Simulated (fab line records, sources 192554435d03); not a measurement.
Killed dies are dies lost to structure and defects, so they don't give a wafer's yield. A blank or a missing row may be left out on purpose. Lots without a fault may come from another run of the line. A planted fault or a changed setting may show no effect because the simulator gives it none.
Chamber matching | flow n5_finfet | N5_BEOL_M0_STRIP_140 on rie_diel-06: 4 sister chambers
The step strips in CF4. 4 wafers are shown with their chamber, then 7 later ones without.

WAFERS WITH THEIR CHAMBER
wafer  | chamber | drypump_motor_current_A (A)
L683.1 | 1       | 5.4
L683.2 | 0       | 5.0
L687.2 | 2       | 5.6
L687.5 | 3       | 6.4

WAFERS WITHOUT THEIR CHAMBER
wafer  | drypump_motor_current_A (A)
L687.6 | 5.7
L689.1 | 6.4
L689.2 | 5.6
L689.6 | 5.1
L690.1 | 5.6
L690.2 | 5.4
L690.4 | 6.4

WHICH CHAMBER EACH WENT THROUGH
wafer  | from the rows above | in truth
L687.6 | 2                   | 2
L689.1 | 3                   | 3
L689.2 | 2                   | 2
L689.6 | 0                   | 0
L690.1 | 2                   | 2
L690.2 | 1                   | 1
L690.4 | 3                   | 3
Placed correctly: 7 of 7. Can't be placed from these rows: 0. Placed wrongly: 0.
How it was worked out, from the rows above alone: a wafer's distance from a chamber is the root of the sum, over the readings, of the square of ((its reading less the chamber's mean) divided by the reading's scatter). The wafer belongs to the nearest chamber; if the next one is less than 2 further off, it can't be placed. A chamber's mean is the mean of its shown wafers. The scatter: with one shown wafer a chamber, the root of the mean of the squares of how far each hidden wafer lies from its nearest shown one.
